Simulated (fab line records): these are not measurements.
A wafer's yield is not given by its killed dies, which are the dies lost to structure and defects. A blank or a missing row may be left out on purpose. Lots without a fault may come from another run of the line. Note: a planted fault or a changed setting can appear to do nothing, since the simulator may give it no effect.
fab line records    flow n5Finfet
record lots=4  wafers=11  lastDay=16
route steps=1938 shown PMOS_HMC_CHANNEL_EPI@58 FIN_SAQP@90 BEOL_M4@1111 PASSIVATION@1936
lots untouched by any fault: they come from a run of this same line in which no faults occurred
startH: hours from the record's opening day to when the first of the lot's shown wafers began    waitH: hours elapsed since this lot's preceding step    " as in the row above    L1.1+2: several wafers, shown together as one row    - no value present, or no start provided    * or withheld: withheld    < > ~ a bound
route shown NAME@n: a module of which the file shows steps, and the number in the route of the first    usual: mean/standard deviation of fault-free wafers    same: alike in all rows    chamber/n: place in a boat    sites: the reading at each site    _std_site: the values' standard deviation    _edge_site: inner sites' mean taken away from outer sites' mean    radiusMm: for every site, how far away it sits from the centre of the wafer    mask NAME#n: copy n    behind: the last tool/chamber to shape the wafer    hold: cause of the lot's hold/its duration in hours/its outcome    device: names the non-switching transistor (n, p or np)    end of line: tests run on the same wafers once the route is complete    a step given without rows: its recipe and nothing more    killed: not the wafer's yield, but the dies lost to structure and defects at the first sort    map: the dies of a wafer, with x for killed, . for not killed, _ for no die there
set.NAME: the setting that was run; set.NAME@STEP: the one run at that earlier step    model.NAME: the simulator's own value behind a step, which no gauge read
certain route steps with their lots: each step a table, each wafer a row
services: the hour from which a tool's chamber was out of use, counted from the record's first day as startH (under 0 if before that day), plus the number of hours and why
## steps
# step N5_PMOS_HMC_CHANNEL_EPI_COAT_31
# recipe resist=BARC  tempC=205  timeS=60  spinRpm=1500  resistThkNm=66
# step N5_PMOS_HMC_CHANNEL_EPI_COAT_03
# recipe resist=CAR-ArF-block  spinRpm=1500  resistThkNm=205
# step N5_PMOS_HMC_CHANNEL_EPI_EBR_05
# recipe solvent=PGMEA  ebrWidthMm=1.5
# step N5_PMOS_HMC_CHANNEL_EPI_SOFTBAKE_04
# recipe tempC=110  timeS=60  resist=CAR-ArF-block
# step N5_PMOS_HMC_CHANNEL_EPI_EXPOSE_06
# recipe maskId=PMOS_HMC_BLK  na=1.35  sourceShape=conventional  sigmaOuter=0.8  polarization=unpolarized  targetCdNm=240  doseMj=41
# step N5_PMOS_HMC_CHANNEL_EPI_PEB_07
# recipe pebTempC=110  pebTimeS=60  resist=CAR-ArF-block
# step N5_PMOS_HMC_CHANNEL_EPI_DEVELOP_08
# recipe developTimeS=30  developer=TMAH  resist=CAR-ArF-block  devTempC=23  rinseLiquid=diw  dry=airSpin
# step N5_PMOS_HMC_CHANNEL_EPI_DESCUM_14
# recipe chemistry=O2  timeS=7.9  sourcePowerW=50  biasPowerW=20  pressureMtorr=20  rfFrequencyHz=2.712e+07  tempC=40  resist=CAR-ArF-block  o2FlowSccm=225
# step N5_PMOS_HMC_CHANNEL_EPI_ETCH_32
# recipe chemistry=N2/H2  target=BARC  stopOn=SiO2  targetDepthA=858  overEtchFrac=0.3  timeS=50.3  ionEnergyEv=200  maskMaterial=CAR-ArF-block  pressureMtorr=30  sourceW=840  biasW=150  n2FlowSccm=200  h2FlowSccm=200
# step N5_PMOS_HMC_CHANNEL_EPI_HM_OPEN_15
# recipe chemistry=CHF3/O2  target=SiO2  maskMaterial=CAR-ArF-block  targetDepthA=406  CHF3_flow_sccm=50  O2_flow_sccm=5  Ar_flow_sccm=200  timeS=20.3  pressureMtorr=30  sourceW=650  biasW=170  ionEnergyEv=200
# usual drypumpMotorCurrentA=5.60/0.28  mfcArSccm=200.0/0.58  oesProductAu=0.76/0.072  rfVppV=525/7.9  showerheadPlenumPTorr=2.45/0.053  throttleValvePct=18.89/0.19
lot.wafer  tool        chamber  startH  waitH  drypumpMotorCurrentA  mfcArSccm  oesProductAu  rfHoursCounterH  rfVppV  showerheadPlenumPTorr  throttleValvePct  model.CAR-ArF-block_of_PMOS_HMC_CHANNEL_EPI_COAT_03.thkNm  model.etch.depthNm
L880.2     rieDiel-05  0        53.62   0.0    6.05                  199.6      0.78          132              530     2.54                   18.80             89.16                                                      40.94
L880.3     "           2        "       "      5.56                  199.7      0.93          15               537     2.47                   18.81             89.3                                                       41.64
L880.4     "           3        "       "      5.57                  199.0      0.72          180              521     2.40                   19.09             91.68                                                      40.3
L886.3     rieDiel-01  0        89.33   0.0    6.08                  200.4      0.67          238              516     2.45                   19.11             94.28                                                      39.38
L886.5     "           3        "       "      5.74                  200.5      0.77          -                536     2.50                   18.62             92.02                                                      40.98
L886.6     "           2        "       "      5.27                  198.9      0.70          -                524     2.40                   18.80             89.32                                                      40.87
L890.4     rieDiel-05  0        113.60  0.0    6.05                  199.9      0.56          147              529     2.53                   18.77             108.2                                                      23.37
L890.5     "           1        "       "      5.28                  199.7      0.61          -                535     2.41                   18.42             106.7                                                      23.42
L890.6     "           2        "       "      5.58                  200.9      0.90          -                537     2.46                   18.85             90.72                                                      41.07
L893.2     rieDiel-05  3        131.20  0.0    5.54                  199.9      0.71          202              522     2.39                   19.11             92.86                                                      40.1
L893.4     "           0        "       "      6.04                  199.3      0.56          153              530     2.53                   18.78             107.1                                                      23.46
# step N5_PMOS_HMC_CHANNEL_EPI_STRIP_33
# recipe chemistry=N2/H2  powerW=500  tempC=40  pressureMtorr=50  rfFrequencyHz=6e+07  overashFraction=0.3  biasPowerW=8  h2Frac=0.5  n2FlowSccm=300  h2FlowSccm=300
# step N5_PMOS_HMC_CHANNEL_EPI_STRIP_17
# recipe chemistry=SPM  timeS=750  tempC=130  h2so4H2o2VolRatio=4  dry=ipaMarangoni
# step N5_PMOS_HMC_CHANNEL_EPI_ETCH_38
# recipe chemistry=CF4  target=SiO2  targetDepthA=15  ionEnergyEv=350  pressureMtorr=10  icpW=800  biasW=400  cf4FlowSccm=80
# step N5_PMOS_HMC_CHANNEL_EPI_FIN_RECESS_16
# recipe chemistry=HBr/Cl2  target=Si  maskMaterial=SiO2  targetDepthA=540  timeS=18  pressureMtorr=10  icpW=800  biasW=75  HBr_flow_sccm=150  Cl2_flow_sccm=80
# step N5_PMOS_HMC_CHANNEL_EPI_PRECLEAN_36
# recipe chemistry=O3/DIW  timeS=45  tempC=22  o3Ppm=10
# step N5_PMOS_HMC_CHANNEL_EPI_PRECLEAN_18
# recipe chemistry=DHF  timeS=30  tempC=25  dilution=withheld
# step N5_PMOS_HMC_CHANNEL_EPI_SRD_19
# recipe dry=ipaMarangoni  doPpb=5  timeS=30  tempC=23  rinseLiquid=diw
# step N5_PMOS_HMC_CHANNEL_EPI_EPI_20
# recipe material=SiGe30  maskMaterial=SiO2  pressureTorr=20  targetThkA=590  tempC=600
# step N5_PMOS_HMC_CHANNEL_EPI_HM_STRIP_35
# recipe chemistry=dHF  tempC=25  material=SiO2  target=SiO2  targetDepthA=396  timeS=216
# step N5_PMOS_HMC_CHANNEL_EPI_SRD_39
# recipe dry=ipaMarangoni  timeS=30  tempC=23  rinseLiquid=diw
# step N5_PMOS_HMC_CHANNEL_EPI_CMP_21
# recipe material=SiGe30  postCmpClean=alkalineBrush  targetThkNm=54
# step N5_PMOS_HMC_CHANNEL_EPI_PRECLEAN_40
# recipe chemistry=DHF  timeS=30  tempC=25  dilution=withheld
# step N5_PMOS_HMC_CHANNEL_EPI_PRECLEAN_37
# recipe chemistry=O3/DIW  timeS=45  tempC=22  o3Ppm=10
# step N5_PMOS_HMC_CHANNEL_EPI_PRECLEAN_24
# recipe chemistry=DHF  timeS=30  tempC=25  dilution=withheld
# step N5_PMOS_HMC_CHANNEL_EPI_SRD_25
# recipe dry=ipaMarangoni  doPpb=5  timeS=30  tempC=23  rinseLiquid=diw
# step N5_PMOS_HMC_CHANNEL_EPI_EPI_26
# recipe material=Si  targetThkA=38  tempC=650  precursor=SiH4/H2  pressureTorr=20  timeS=22.7
# step N5_FIN_SAQP_PRECLEAN_42
# recipe chemistry=O3/DIW  timeS=60  tempC=22  o3Ppm=10
# step N5_FIN_SAQP_PRECLEAN_00
# recipe chemistry=SC1  timeS=60  tempC=55  mix=1:2:50
# step N5_FIN_SAQP_PRECLEAN_44
# recipe chemistry=SC2  timeS=45  tempC=35  mix=1:1:50
# step N5_FIN_SAQP_SRD_01
# recipe dry=ipaMarangoni  timeS=30  tempC=23  rinseLiquid=diw
# step N5_FIN_SAQP_ALD_61
# recipe material=SiO2  targetThkA=40  tempC=300  aldPrecursorFamily=BDEAS  aldCoReactant=O2-plasma  pulseTimeS=1  purgeTimeS=2  coReactantPurgeTimeS=2  aldCycles=43  pressureTorr=2
# step N5_FIN_SAQP_DENSIFY_62
# recipe tempC=700  timeS=60  ambient=N2  idleTempC=600  rampUpCPerS=150  rampDownCPerS=60  coolToC=600
# step N5_FIN_SAQP_HM_DEP_03
# recipe material=SiNx  targetThkA=380  tempC=400  precursor=SiH4/NH3/N2  pressureTorr=1.5  rfW=300  timeS=33.6
# step N5_FIN_SAQP_PECVD_47
# recipe material=a-Si  targetThkA=450  tempC=400  precursor=SiH4/He  pressureTorr=3  rfW=100  timeS=36.3
# step N5_FIN_SAQP_PECVD_48
# recipe material=SiNx  targetThkA=250  tempC=400  precursor=SiH4/NH3/N2  pressureTorr=1.5  rfW=300  timeS=22.1
# step N5_BEOL_M4_RC_MEAS_101
# usual DIBL_N=35.8/1.5  DIBL_P=35.9/1.8  IOFF_N=0.152/0.025  IOFF_P=0.21/0.031  ION_N=672/11  ION_P=462/7.4  SS_N=71.5/0.52  SS_P=73.2/0.54  VT_N=250/3  VT_P=-250/3.3
lot.wafer  tool       chamber  startH  waitH  DIBL_N[mV/V]  DIBL_P[mV/V]  IOFF_N[nA/um]  IOFF_P[nA/um]  ION_N[uA/um]  ION_P[uA/um]  SS_N[mV/dec]  SS_P[mV/dec]  VT_N[mV]  VT_P[mV]
L880.2     prober-02  0        218.54  0.2    37.1          39.4          0.164          0.21           678           463           71.6          73.3          252       -253
L880.3     "          0        "       "      37.4          38.7          0.163          0.20           682           463           72.0          73.4          248       -252
L880.4     "          0        "       "      35.9          37.6          0.148          0.18           686           457           71.4          72.9          249       -253
L886.3     prober-01  0        237.07  0.3    35.1          35.8          0.145          0.19           674           462           71.6          74.0          250       -249
L886.5     "          0        "       "      34.8          35.1          0.134          0.18           676           461           71.4          73.3          252       -253
L886.6     "          0        "       "      36.6          37.9          0.180          0.22           681           470           71.3          74.0          247       -252
L890.6     prober-01  0        264.49  0.8    36.5          38.1          0.194          0.27           694           476           72.0          73.1          247       -247
L893.2     prober-02  0        285.99  0.2    34.3          35.6          0.129          0.20           669           464           71.0          73.1          256       -252
# step N5_PASSIVATION_PROBE_49
# usual defectLimitedYield=91.7/1.7  killed_at_M0_to_M3=34/10  killed_at_M4_up=13/5.1  killedAtContacts=12/6.2  killedAtFrontEnd=36/12  killedAtOther=3.2/2.6  killedDies=98/20  killedOnRim=13/4.5  killedOpen=65/13  killedShort=32/8.4  sort_bin_5_function=4.8/1.1  sort_bin_6_memory=3.2/0.74  sortNPass=1082/20  sortYieldPct=91.7/1.7
# same grossDies=1180  killedAtBackSide=0  sort_bin_4_leakage[%]=0  sort_bin_8_speed[%]=0
lot.wafer  tool       chamber  startH  waitH  defectLimitedYield[%]  killed_at_M0_to_M3  killed_at_M4_up  killedAtContacts  killedAtFrontEnd  killedAtOther  killedDies  killedOnRim  killedOpen  killedShort  sort_bin_5_function[%]  sort_bin_6_memory[%]  sortNPass  sortYieldPct[%]
L890.4     prober-02  -        368.55  0.2    0                      46                  13               13                1102              6              1180        152          80          28           95.1                    4.4                   0          0
L890.5     prober-02  -        368.60  0.2    0                      20                  13               19                1126              2              1180        152          70          33           96.6                    3.1                   0          0
L890.6     prober-02  -        368.65  0.3    90.8                   40                  36               7                 22                3              108         12           69          38           5.2                     3.7                   1072       90.8
L893.4     prober-02  -        382.05  0.2    0                      23                  18               10                1128              1              1180        152          55          25           97.2                    2.6                   0          0
# killed by level:class
L890.4 PMOS_HMC_CHANNEL_EPI:areaOpen=1072 FIN_SAQP:geometricParticle:open=14 BEOL_M0_SAQP:geometricParticle:open=13 MOL_CONTACT_COAG:geometricParticle:open=12 BEOL_M2:geometricParticle:open=8 BEOL_M3:geometricParticle:open=7 BEOL_M4:geometricParticle:open=7 FIN_SAQP:geometricParticle:short=6
L890.5 PMOS_HMC_CHANNEL_EPI:areaOpen=1077 STI_FIN_REVEAL:geometricParticle:open=19 MOL_CONTACT_COAG:geometricParticle:open=15 FIN_SAQP:geometricParticle:short=12 BEOL_M0_SAQP:geometricParticle:open=7 BEOL_M4:geometricParticle:open=7 FIN_SAQP:geometricParticle:open=5 BEOL_M3:geometricParticle:open=5
L890.6 BEOL_M4:geometricParticle:open=23 BEOL_M0_SAQP:geometricParticle:short=15 BEOL_M0_SAQP:geometricParticle:open=12 STARTING-WAFER:geometricParticle:short=6 MOL_CONTACT_COAG:geometricParticle:open=5 DUMMY_GATE:geometricParticle:open=4 BEOL_M3:geometricParticle:open=4 FIN_SAQP:geometricParticle:short=3
L893.4 PMOS_HMC_CHANNEL_EPI:areaOpen=1098 MOL_CONTACT_COAG:geometricParticle:open=8 FIN_SAQP:geometricParticle:short=6 BEOL_M0_SAQP:geometricParticle:short=6 DUMMY_GATE:geometricParticle:open=5 STI_FIN_REVEAL:geometricParticle:open=5 BEOL_M2:geometricParticle:open=5 BEOL_M4:geometricParticle:open=5
# map L890.4 (x killed, . not)
_________________xxxxxxxxxxxx________________
______________xxxxxxxxxxxxxxxxxx_____________
___________xxxxxxxxxxxxxxxxxxxxxxxx__________
__________xxxxxxxxxxxxxxxxxxxxxxxxxx_________
________xxxxxxxxxxxxxxxxxxxxxxxxxxxxxx_______
_______xxxxxxxxxxxxxxxxxxxxxxxxxxxxxxxx______
______xxxxxxxxxxxxxxxxxxxxxxxxxxxxxxxxxx_____
_____xxxxxxxxxxxxxxxxxxxxxxxxxxxxxxxxxxxx____
____xxxxxxxxxxxxxxxxxxxxxxxxxxxxxxxxxxxxxx___
___xxxxxxxxxxxxxxxxxxxxxxxxxxxxxxxxxxxxxxxx__
___xxxxxxxxxxxxxxxxxxxxxxxxxxxxxxxxxxxxxxxx__
__xxxxxxxxxxxxxxxxxxxxxxxxxxxxxxxxxxxxxxxxxx_
__xxxxxxxxxxxxxxxxxxxxxxxxxxxxxxxxxxxxxxxxxx_
_xxxxxxxxxxxxxxxxxxxxxxxxxxxxxxxxxxxxxxxxxxxx
_xxxxxxxxxxxxxxxxxxxxxxxxxxxxxxxxxxxxxxxxxxxx
_xxxxxxxxxxxxxxxxxxxxxxxxxxxxxxxxxxxxxxxxxxxx
_xxxxxxxxxxxxxxxxxxxxxxxxxxxxxxxxxxxxxxxxxxxx
_xxxxxxxxxxxxxxxxxxxxxxxxxxxxxxxxxxxxxxxxxxxx
_xxxxxxxxxxxxxxxxxxxxxxxxxxxxxxxxxxxxxxxxxxxx
_xxxxxxxxxxxxxxxxxxxxxxxxxxxxxxxxxxxxxxxxxxxx
_xxxxxxxxxxxxxxxxxxxxxxxxxxxxxxxxxxxxxxxxxxxx
__xxxxxxxxxxxxxxxxxxxxxxxxxxxxxxxxxxxxxxxxxx_
__xxxxxxxxxxxxxxxxxxxxxxxxxxxxxxxxxxxxxxxxxx_
___xxxxxxxxxxxxxxxxxxxxxxxxxxxxxxxxxxxxxxxx__
___xxxxxxxxxxxxxxxxxxxxxxxxxxxxxxxxxxxxxxxx__
____xxxxxxxxxxxxxxxxxxxxxxxxxxxxxxxxxxxxxx___
_____xxxxxxxxxxxxxxxxxxxxxxxxxxxxxxxxxxxx____
______xxxxxxxxxxxxxxxxxxxxxxxxxxxxxxxxxx_____
_______xxxxxxxxxxxxxxxxxxxxxxxxxxxxxxxx______
________xxxxxxxxxxxxxxxxxxxxxxxxxxxxxx_______
__________xxxxxxxxxxxxxxxxxxxxxxxxxx_________
___________xxxxxxxxxxxxxxxxxxxxxxxx__________
______________xxxxxxxxxxxxxxxxxx_____________
_________________xxxxxxxxxxxx________________
# map L893.4 (x killed, . not)
_________________xxxxxxxxxxxx________________
______________xxxxxxxxxxxxxxxxxx_____________
___________xxxxxxxxxxxxxxxxxxxxxxxx__________
__________xxxxxxxxxxxxxxxxxxxxxxxxxx_________
________xxxxxxxxxxxxxxxxxxxxxxxxxxxxxx_______
_______xxxxxxxxxxxxxxxxxxxxxxxxxxxxxxxx______
______xxxxxxxxxxxxxxxxxxxxxxxxxxxxxxxxxx_____
_____xxxxxxxxxxxxxxxxxxxxxxxxxxxxxxxxxxxx____
____xxxxxxxxxxxxxxxxxxxxxxxxxxxxxxxxxxxxxx___
___xxxxxxxxxxxxxxxxxxxxxxxxxxxxxxxxxxxxxxxx__
___xxxxxxxxxxxxxxxxxxxxxxxxxxxxxxxxxxxxxxxx__
__xxxxxxxxxxxxxxxxxxxxxxxxxxxxxxxxxxxxxxxxxx_
__xxxxxxxxxxxxxxxxxxxxxxxxxxxxxxxxxxxxxxxxxx_
_xxxxxxxxxxxxxxxxxxxxxxxxxxxxxxxxxxxxxxxxxxxx
_xxxxxxxxxxxxxxxxxxxxxxxxxxxxxxxxxxxxxxxxxxxx
_xxxxxxxxxxxxxxxxxxxxxxxxxxxxxxxxxxxxxxxxxxxx
_xxxxxxxxxxxxxxxxxxxxxxxxxxxxxxxxxxxxxxxxxxxx
_xxxxxxxxxxxxxxxxxxxxxxxxxxxxxxxxxxxxxxxxxxxx
_xxxxxxxxxxxxxxxxxxxxxxxxxxxxxxxxxxxxxxxxxxxx
_xxxxxxxxxxxxxxxxxxxxxxxxxxxxxxxxxxxxxxxxxxxx
_xxxxxxxxxxxxxxxxxxxxxxxxxxxxxxxxxxxxxxxxxxxx
__xxxxxxxxxxxxxxxxxxxxxxxxxxxxxxxxxxxxxxxxxx_
__xxxxxxxxxxxxxxxxxxxxxxxxxxxxxxxxxxxxxxxxxx_
___xxxxxxxxxxxxxxxxxxxxxxxxxxxxxxxxxxxxxxxx__
___xxxxxxxxxxxxxxxxxxxxxxxxxxxxxxxxxxxxxxxx__
____xxxxxxxxxxxxxxxxxxxxxxxxxxxxxxxxxxxxxx___
_____xxxxxxxxxxxxxxxxxxxxxxxxxxxxxxxxxxxx____
______xxxxxxxxxxxxxxxxxxxxxxxxxxxxxxxxxx_____
_______xxxxxxxxxxxxxxxxxxxxxxxxxxxxxxxx______
________xxxxxxxxxxxxxxxxxxxxxxxxxxxxxx_______
__________xxxxxxxxxxxxxxxxxxxxxxxxxx_________
___________xxxxxxxxxxxxxxxxxxxxxxxx__________
______________xxxxxxxxxxxxxxxxxx_____________
_________________xxxxxxxxxxxx________________
## services
tool        chamber  startH  hours  kind
rieDiel-01  0        35.29   4.0    repair
rieDiel-05  1        73.51   5.2    repair
rieDiel-01  0        126.57  -      clean
rieDiel-01  0        126.57  -      consumableReplace:focusRing
rieDiel-01  0        126.57  18.5   scheduledDown
rieDiel-01  0        126.57  18.5   ventCycle
## key
firstSign step=N5_PMOS_HMC_CHANNEL_EPI_HM_OPEN_15  reading=oesProductAu  direction=down  sigmas=2.6  usual=0.76  struck=0.57
effect step=N5_PASSIVATION_PROBE_49  reading=killedAtFrontEnd  direction=up  sigmas=90  usual=36  struck=1119
modelEffect step=N5_PMOS_HMC_CHANNEL_EPI_HM_OPEN_15  value=CAR-ArF-block_of_PMOS_HMC_CHANNEL_EPI_COAT_03.thkNm  without=89.63  struck=107.3
moreKillsBornAt N5_PMOS_HMC_CHANNEL_EPI_HM_OPEN_15@rieDiel-05=3247
metAt N5_PMOS_HMC_CHANNEL_EPI_HM_OPEN_15
struckWafers L890.4,L890.5,L893.4
laterRowsLeftOut L890.4,L890.5,L893.4
onsetBetween 53.62 113.60
fault kind=processParameterDrift  tool=rieDiel-05  chamber=-  onsetH=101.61  steps=N5_PMOS_HMC_CHANNEL_EPI_HM_OPEN_15  channel=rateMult  offset=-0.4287  shape=step  endH=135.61  scope=struckWafersOnly
# laterRowsLeftOut: the simulator's readings of these wafers behind a module that went badly wrong aren't trusted and aren't shown, but for the sort
